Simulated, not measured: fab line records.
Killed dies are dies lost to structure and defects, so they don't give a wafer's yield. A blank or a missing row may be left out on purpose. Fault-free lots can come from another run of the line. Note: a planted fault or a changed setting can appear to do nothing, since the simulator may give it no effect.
fab line records	flow n5Finfet
record: lots: 9	wafers: 27	lastDay: 18
route steps=1938 shown MOL_CONTACT_COAG@529 BEOL_M4@1111 PASSIVATION@1936
lots with no fault: from the same line, run without faults
startH: the number of hours between the record's first day and the start of the first shown wafer of the lot	waitH: hours since the lot's step before	" identical to the entry in the row above	L1.1+2: several wafers, shown together as one row	- no value, or no start was given	* or withheld: withheld	< > ~ a bound
route shown NAME@n: names a module that has steps shown in the file, with the first one's number in the route	usual: average and standard deviation across the fault-free wafers	same: alike in all rows	chamber/n: place in a boat	sites: the reading at each site	_std_site: their standard deviation	_edge_site: outer sites' mean less inner sites'	radiusMm: how far each site lies from the wafer's centre	mask NAME#n: copy n	behind: the last tool/chamber to shape the wafer	hold: cause of the lot's hold/its duration in hours/its outcome	device: the n, p or np transistor that did not switch	end of line: the route-end tests of the same wafers	for a step that has no rows: nothing shown but its recipe	killed: count of dies lost to structure and defects at first sort (not the wafer's yield)	map: the dies of a wafer, with x for killed, . for not killed, _ for no die there
set.NAME: the setting as run; set.NAME@STEP: as run at that earlier step	model.NAME: the simulator's own value behind a step, which no gauge read
the route's steps for a sample of lots (tables are steps, rows are wafers)
services: from which hour (startH, from the record's first day; less than 0 if before it) a tool's chamber was out of use, for how many hours, and why
== steps ==
step: N5_MOL_CONTACT_COAG_DESCUM_13
recipe: chemistry: O2	timeS: 7	sourcePowerW: 50	biasPowerW: 20	pressureMtorr: 20	rfFrequencyHz: 2.712e+07	tempC: 40	resist: CAR-EUV	o2FlowSccm: 225
usual: drypumpMotorCurrentA: 5.9/0.45	oesProductAu: 0.78/0.077	rfVppV: 243.5/1.1	showerheadPlenumPTorr: 2.11/0.054	throttleValvePct: 20.48/0.24
lot.wafer	tool	chamber	startH	waitH	drypumpMotorCurrentA	oesProductAu	rfHoursCounterH	rfVppV	showerheadPlenumPTorr	throttleValvePct
L601.1	rieDiel-02	1	92.61	0.1	5.8	0.79	125	244.5	2.10	20.55
L601.3	"	3	"	"	5.2	0.74	163	242.8	2.10	20.29
L601.4	"	2	"	"	6.7	0.77	-	244.9	2.19	20.79
L615.1	rieDiel-01	2	172.70	0.0	5.6	0.78	104	241.7	2.03	20.59
L615.2	"	0	"	"	5.9	0.75	167	242.9	1.99	20.17
L615.5	"	0	"	"	5.9	0.75	-	240.9	1.99	20.17
L617.2	rieDiel-04	0	185.65	0.6	5.3	0.69	209	243.9	2.06	20.38
L617.3	"	1	"	"	5.5	0.81	88	244.8	2.10	20.52
L617.5	"	2	"	"	6.0	0.78	-	243.7	2.10	20.05
L619.2	rieDiel-02	2	198.66	0.1	6.6	0.74	177	243.9	2.18	20.85
L619.4	"	3	"	"	5.2	0.71	198	243.9	2.09	20.36
L619.5	"	2	"	"	6.7	0.75	-	245.6	2.18	20.84
L620.3	rieDiel-02	1	205.64	0.0	5.8	0.76	159	242.7	2.09	20.59
L620.5	"	2	"	"	6.6	0.74	-	244.4	2.18	20.87
L620.6	"	3	"	"	5.2	0.71	-	243.7	2.09	20.35
L621.2	rieDiel-04	2	207.07	0.0	6.0	0.78	111	244.0	2.09	20.06
L621.3	"	1	"	"	5.5	0.81	99	242.4	2.10	20.54
L621.5	"	1	"	"	5.5	0.81	-	243.9	2.10	20.55
L622.1	rieDiel-04	0	213.71	0.1	5.3	0.69	215	243.4	2.06	20.38
L622.4	"	1	"	"	5.5	0.81	102	242.6	2.10	20.56
L622.6	"	3	"	"	5.6	1.00	-	244.9	2.15	20.56
L623.2	rieDiel-04	1	222.74	0.2	5.6	0.80	106	242.7	2.09	20.56
L623.4	"	0	"	"	5.3	0.70	219	243.7	2.06	20.40
L623.5	"	2	"	"	6.0	0.78	-	243.1	2.09	20.07
L618.3	rieDiel-02	1	228.44	0.0	5.8	0.76	167	243.2	2.09	20.61
L618.4	"	0	"	"	6.2	0.88	38	242.5	2.14	20.36
L618.5	"	0	"	"	6.2	0.87	-	243.4	2.14	20.39
step: N5_MOL_CONTACT_COAG_CD_MEAS_99
recipe: targetCdNm: 17.2	polarity: opening
usual: cdNm: 17.1/0.31
lot.wafer	tool	chamber	startH	waitH	cdNm
L601.1	cdSem-01	-	93.00	-	17.2
L601.3	"	-	"	"	17.1
L601.4	"	-	"	"	16.8
L615.1	cdSem-01	-	173.10	-	16.9
L615.2	"	-	"	"	17.2
L615.5	"	-	"	"	17.4
L617.2	cdSem-01	-	186.05	-	17.6
L617.3	"	-	"	"	17.5
L617.5	"	-	"	"	17.3
L619.2	cdSem-02	-	199.06	-	16.5
L619.4	"	-	"	"	17.0
L619.5	"	-	"	"	16.9
L620.3	cdSem-02	-	206.04	-	17.0
L620.5	"	-	"	"	16.9
L620.6	"	-	"	"	17.4
L621.2	cdSem-02	-	207.47	-	17.3
L621.3	"	-	"	"	17.0
L621.5	"	-	"	"	17.0
L622.1	cdSem-01	-	214.10	-	16.4
L622.4	"	-	"	"	17.2
L622.6	"	-	"	"	17.3
L623.2	cdSem-02	-	223.13	-	17.2
L623.4	"	-	"	"	16.7
L623.5	"	-	"	"	17.5
L618.3	cdSem-02	-	228.84	-	16.9
L618.4	"	-	"	"	16.7
L618.5	"	-	"	"	17.0
step: N5_MOL_CONTACT_COAG_PRE_CLEAN_142
recipe: gas: H2/He	timeS: 60	tempC: 300
usual: heaterPowerW: 446/46
lot.wafer	tool	chamber	startH	waitH	heaterPowerW
L601.1	pvdSputter-02	-	97.59	1.6	573
L601.3	"	-	"	"	432
L601.4	"	-	"	"	439
L615.1	pvdSputter-03	-	178.55	2.3	378
L615.2	"	-	"	"	434
L615.5	"	-	"	"	433
L617.2	pvdSputter-02	-	194.61	3.2	442
L617.3	"	-	"	"	583
L617.5	"	-	"	"	432
L619.2	pvdSputter-03	-	205.10	2.7	433
L619.4	"	-	"	"	463
L619.5	"	-	"	"	453
L620.3	pvdSputter-03	-	210.80	1.6	433
L620.5	"	-	"	"	464
L620.6	"	-	"	"	469
L621.2	pvdSputter-03	-	214.31	2.7	435
L621.3	"	-	"	"	384
L621.5	"	-	"	"	431
L622.1	pvdSputter-03	-	218.15	1.4	377
L622.4	"	-	"	"	433
L622.6	"	-	"	"	455
L623.2	pvdSputter-02	-	228.81	1.6	424
L623.4	"	-	"	"	581
L623.5	"	-	"	"	419
L618.3	pvdSputter-02	-	232.77	1.1	429
L618.4	"	-	"	"	588
L618.5	"	-	"	"	436
step: N5_MOL_CONTACT_COAG_SPUTTER_130
recipe: material: Co	targetThkA: 475	tempC: 25	chamberPressurePa: 0.5	powerW: 3000
usual: cathodeDcPowerW: 3000.0/0.49	chamberPressurePa: 0.5000/0.001	throttleValvePct: 29.9/0.96
lot.wafer	tool	chamber	startH	waitH	cathodeDcPowerW	chamberPressurePa	throttleValvePct
L601.1	pvdSputter-02	-	97.65	0.0	2999.3	0.5013	29.5
L601.3	"	-	"	"	3000.7	0.4999	28.9
L601.4	"	-	"	"	3000.4	0.4994	30.3
L615.1	pvdSputter-03	-	178.61	0.0	3000.3	0.5000	28.6
L615.2	"	-	"	"	2999.5	0.4991	30.9
L615.5	"	-	"	"	3000.1	0.5003	30.9
L617.2	pvdSputter-02	-	194.67	0.0	-	-	-
L617.3	"	-	"	"	-	-	-
L617.5	"	-	"	"	-	-	-
L619.2	pvdSputter-03	-	205.16	0.0	-	-	-
L619.4	"	-	"	"	-	-	-
L619.5	"	-	"	"	-	-	-
L620.3	pvdSputter-03	-	210.86	0.0	-	-	-
L620.5	"	-	"	"	-	-	-
L620.6	"	-	"	"	-	-	-
L621.2	pvdSputter-03	-	214.37	0.0	2999.8	0.4985	30.6
L621.3	"	-	"	"	3000.3	0.5002	28.6
L621.5	"	-	"	"	2999.6	0.4986	30.8
L622.1	pvdSputter-03	-	218.21	0.0	3000.1	0.4991	28.5
L622.4	"	-	"	"	2999.8	0.4992	30.8
L622.6	"	-	"	"	3000.7	0.4996	29.3
L623.2	pvdSputter-02	-	228.87	0.0	3000.6	0.5007	29.1
L623.4	"	-	"	"	2999.0	0.4998	29.5
L623.5	"	-	"	"	3000.3	0.5000	29.2
L618.3	pvdSputter-02	-	232.83	0.0	3000.0	0.5009	29.2
L618.4	"	-	"	"	2998.6	0.5001	29.5
L618.5	"	-	"	"	3000.5	0.5007	30.4
step: N5_MOL_CONTACT_COAG_CMP_23
recipe: stopOn: SiO2	tOverpolishS: 1.5	postCmpClean: cuAlkaline	downForcePsi: 2	platenRpm: 50.289	padVelocityMS: 1.0006	targetThkNm: 0
usual: headPressurePsi: 2.000/0.0042	motorCurrentA: 8.1/0.9	timeToEndpointS: 8.9/2.1
lot.wafer	tool	chamber	startH	waitH	headPressurePsi	motorCurrentA	timeToEndpointS
L601.4	cmp-01	1	97.87	0.1	1.998	7.1	9.8
L601.3	"	2	"	"	1.990	9.6	11.5
L601.1	"	3	"	"	1.999	7.1	13.2
L615.1	cmp-04	3	178.79	0.0	2.004	7.2	10.9
L615.2	"	0	"	"	2.000	9.1	10.1
L615.5	"	3	"	"	1.999	7.1	8.5
L617.3	cmp-03	3	194.85	0.0	2.001	7.6	3.0
L617.2	"	2	"	"	2.003	7.9	6.1
L617.5	"	3	"	"	2.003	7.5	0.3
L619.2	cmp-03	2	205.38	0.1	2.009	8.1	3.9
L619.4	"	0	"	"	2.000	7.6	3.8
L619.5	"	1	"	"	2.006	8.9	3.7
L620.3	cmp-01	1	211.19	0.1	2.003	7.4	1.4
L620.6	"	2	"	"	2.000	9.9	3.1
L620.5	"	3	"	"	2.004	7.2	3.2
L621.3	cmp-04	3	214.59	0.1	2.003	7.3	5.1
L621.2	"	0	"	"	1.995	8.8	9.4
L621.5	"	3	"	"	1.996	7.7	7.0
L622.4	cmp-03	2	218.52	0.1	1.999	8.1	12.8
L622.1	"	0	"	"	2.002	7.7	10.3
L622.6	"	3	"	"	2.006	7.2	9.0
L623.4	cmp-03	0	229.05	0.0	2.000	7.5	11.8
L623.2	"	3	"	"	2.006	7.7	8.3
L623.5	"	1	"	"	2.000	8.7	9.7
L618.4	cmp-01	3	233.05	0.1	2.001	7.4	5.4
L618.3	"	0	"	"	1.999	9.1	8.6
L618.5	"	2	"	"	1.998	9.5	4.9
step: N5_BEOL_M4_RC_MEAS_101
usual: DIBL_N: 36.1/1.6	DIBL_P: 35.8/2.1	IOFF_N: 0.16/0.031	IOFF_P: 0.21/0.034	ION_N: 673/12	ION_P: 461/7.2	SS_N: 71.4/0.59	SS_P: 73.3/0.63	VT_N: 250/3.1	VT_P: -250/3.3
lot.wafer	tool	chamber	startH	waitH	DIBL_N[mV/V]	DIBL_P[mV/V]	IOFF_N[nA/um]	IOFF_P[nA/um]	ION_N[uA/um]	ION_P[uA/um]	SS_N[mV/dec]	SS_P[mV/dec]	VT_N[mV]	VT_P[mV]
L601.1	prober-02	0	175.25	0.0	36.1	36.1	0.17	0.21	676	463	71.7	73.4	248	-253
L601.3	"	0	"	"	36.0	35.6	0.16	0.21	670	457	71.8	73.3	249	-250
L601.4	"	0	"	"	36.9	36.0	0.17	0.21	689	465	71.4	74.3	247	-252
L615.1	prober-02	0	253.84	0.0	37.1	36.5	0.18	0.21	686	469	72.0	73.1	246	-251
L615.2	"	0	"	"	35.9	36.2	0.16	0.21	676	464	71.6	73.7	247	-252
L615.5	"	0	"	"	36.5	36.0	0.17	0.21	678	460	71.8	73.5	248	-252
L617.2	prober-01	0	274.79	0.2	39.4	40.5	0.22	0.24	695	470	71.8	73.8	246	-250
L617.3	"	0	"	"	37.6	38.6	0.17	0.22	674	462	71.2	73.7	247	-251
L617.5	"	0	"	"	39.6	40.6	0.23	0.25	690	462	71.9	74.8	245	-252
L619.2	prober-01	0	281.00	0.2	36.2	36.4	0.15	0.20	669	461	70.9	73.8	250	-251
L619.4	"	0	"	"	35.7	36.7	0.14	0.20	673	465	71.5	73.3	251	-250
L619.5	"	0	"	"	38.9	39.9	0.20	0.25	676	463	72.4	74.3	246	-247
L620.3	prober-01	0	284.45	0.3	34.9	34.4	0.14	0.20	658	457	71.2	72.8	252	-249
L620.5	"	0	"	"	34.4	33.1	0.12	0.17	654	450	70.5	72.2	254	-253
L620.6	"	0	"	"	35.2	34.6	0.13	0.20	660	454	71.1	73.1	251	-250
L621.2	prober-02	0	295.19	0.2	35.3	34.9	0.15	0.23	667	470	71.1	73.2	253	-247
L621.3	"	0	"	"	37.0	37.4	0.18	0.26	670	470	71.5	73.6	247	-247
L621.5	"	0	"	"	37.0	35.8	0.18	0.23	675	465	71.3	73.6	249	-247
L622.1	prober-01	0	300.74	0.0	36.8	35.8	0.18	0.22	676	465	71.4	73.6	247	-247
L622.4	"	0	"	"	38.2	38.7	0.21	0.29	685	469	72.2	74.5	244	-246
L622.6	"	0	"	"	37.3	36.1	0.17	0.23	675	462	71.9	73.7	249	-249
L623.2	prober-02	0	301.17	0.2	33.8	31.7	0.11	0.18	650	464	70.8	71.4	253	-249
L623.4	"	0	"	"	39.8	39.0	0.26	0.31	699	474	71.7	73.9	241	-241
L623.5	"	0	"	"	37.5	36.7	0.18	0.27	690	471	71.7	73.3	244	-244
L618.3	prober-01	0	320.46	0.3	36.0	35.9	0.17	0.24	672	463	71.7	73.3	250	-246
L618.4	"	0	"	"	35.1	33.0	0.16	0.19	687	470	71.0	72.7	248	-250
L618.5	"	0	"	"	37.1	36.0	0.18	0.23	669	461	71.3	73.4	246	-248
step: N5_PASSIVATION_PROBE_49
usual: defectLimitedYield: 91.0/1.5	killed_at_M0_to_M3: 35/11	killed_at_M4_up: 13/6	killedAtContacts: 14/6.5	killedAtFrontEnd: 40/12	killedAtOther: 4/3.4	killedDies: 106/18	killedOpen: 68/14	killedShort: 35/7.7	sort_bin_5_function: 5.2/0.98	sort_bin_6_memory: 3.4/0.72	sortNPass: 1074/18	sortYieldPct: 91.0/1.5
same: grossDies: 1180	killedAtBackSide: 0	sort_bin_4_leakage[%]: 0	sort_bin_8_speed[%]: 0
lot.wafer	tool	chamber	startH	waitH	defectLimitedYield[%]	killed_at_M0_to_M3	killed_at_M4_up	killedAtContacts	killedAtFrontEnd	killedAtOther	killedDies	killedOpen	killedShort	sort_bin_5_function[%]	sort_bin_6_memory[%]	sortNPass	sortYieldPct[%]
L615.1	prober-01	-	366.52	0.0	92.7	33	18	10	23	2	86	58	25	4.6	2.5	1094	92.7
L615.2	prober-01	-	366.57	0.1	91.6	30	12	14	42	1	99	63	35	5.1	2.8	1081	91.6
L615.5	prober-01	-	366.72	0.2	92.1	32	13	8	38	2	93	59	31	3.8	3.8	1087	92.1
L620.3	prober-01	-	382.26	0.1	92.5	34	10	10	31	3	88	54	28	4.6	2.5	1092	92.5
L619.4	prober-01	-	387.03	0.2	91.3	31	10	6	50	6	103	66	35	5.4	3.2	1077	91.3
killed by level:class
L615.1 BEOL_M0_SAQP:geometricParticle:open=10 MOL_CONTACT_COAG:geometricParticle:open=9 BEOL_M1:geometricParticle:open=8 BEOL_M0_SAQP:geometricParticle:short=6 STI_FIN_REVEAL:geometricParticle:open=5 BEOL_M6:geometricParticle:open=4 BEOL_M5:geometricParticle:open=4 STARTING-WAFER:geometricParticle:short=4
L615.2 STI_FIN_REVEAL:geometricParticle:open=12 MOL_CONTACT_COAG:geometricParticle:open=8 DUMMY_GATE:geometricParticle:open=7 BEOL_M1:geometricParticle:open=7 BEOL_M0_SAQP:geometricParticle:short=7 MOL_CONTACT_COAG:geometricParticle:short=6 BEOL_M0_SAQP:geometricParticle:open=6 BEOL_M3:geometricParticle:open=6
L615.5 STI_FIN_REVEAL:geometricParticle:open=11 BEOL_M3:geometricParticle:open=9 BEOL_M0_SAQP:geometricParticle:open=8 MOL_CONTACT_COAG:geometricParticle:open=7 BEOL_M5:geometricParticle:open=6 FIN_SAQP:geometricParticle:short=5 GATE_CUT:geometricParticle:short=5 FIN_SAQP:geometricParticle:open=3
L620.3 BEOL_M0:geometricParticle:open=8 BEOL_M2:geometricParticle:open=7 MOL_CONTACT_COAG:geometricParticle:open=5 BEOL_M0_SAQP:geometricParticle:short=4 BEOL_M0_SAQP:geometricParticle:open=4 BEOL_M3:geometricParticle:open=4 FIN_SAQP:geometricParticle:short=3 DUMMY_GATE:geometricParticle:open=3
L619.4 STI_FIN_REVEAL:geometricParticle:open=12 FIN_SAQP:geometricParticle:short=9 DUMMY_GATE:geometricParticle:open=9 BEOL_M0_SAQP:geometricParticle:open=9 BEOL_M0_SAQP:geometricParticle:short=7 FIN_SAQP:geometricParticle:open=6 BEOL_M2:geometricParticle:open=5 STI_FIN_REVEAL:geometricParticle:short=3
== services ==
tool	chamber	startH	hours	kind
cmp-03	-	84.15	0.6	repair
cmp-01	-	86.37	2.5	repair
cmp-04	-	87.17	0.8	repair
cmp-04	-	89.54	4.1	pm
rieDiel-02	0	91.12	-	clean
rieDiel-02	0	91.12	-	consumableReplace:focusRing
rieDiel-02	0	91.12	16.2	scheduledDown
rieDiel-02	0	91.12	16.2	ventCycle
rieDiel-01	1	98.46	4.6	repair
pvdSputter-03	-	108.54	2.4	repair
cmp-04	-	117.69	8.8	repair
cmp-03	-	147.38	4.0	pm
rieDiel-04	3	149.90	3.7	repair
cmp-03	-	151.38	-	consumableReplace:conditioner
cmp-04	-	158.55	12.5	pm
rieDiel-02	2	165.11	1.6	repair
rieDiel-02	1	169.68	5.5	repair
rieDiel-02	-	176.27	14.6	pm
cmp-03	-	181.03	5.0	pm
cmp-01	-	182.90	1.0	repair
cmp-01	-	190.13	0.5	repair
rieDiel-04	0	192.97	14.7	repair
pvdSputter-02	-	205.02	2.0	repair
cmp-01	-	215.26	4.0	pm
== key ==
firstSign: step: N5_MOL_CONTACT_COAG_SPUTTER_130	reading: toolRecord	direction: missing
effect: step: N5_MOL_CONTACT_COAG_CMP_23	reading: timeToEndpointS	direction: down	sigmas: 2.7	usual: *	struck: *
metAt N5_MOL_CONTACT_COAG_SPUTTER_130
struckLots L617,L619,L620
notActingAt N5_MOL_CONTACT_COAG_DESCUM_13,N5_MOL_CONTACT_COAG_CD_MEAS_99,N5_MOL_CONTACT_COAG_PRE_CLEAN_142
onsetBetween 178.61 194.67
fault: kind: skippedStepWhole	tool: pvdSputter-02,pvdSputter-03	chamber: -	onsetH: 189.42	steps: N5_MOL_CONTACT_COAG_SPUTTER_130	scope: struckLotsOnly
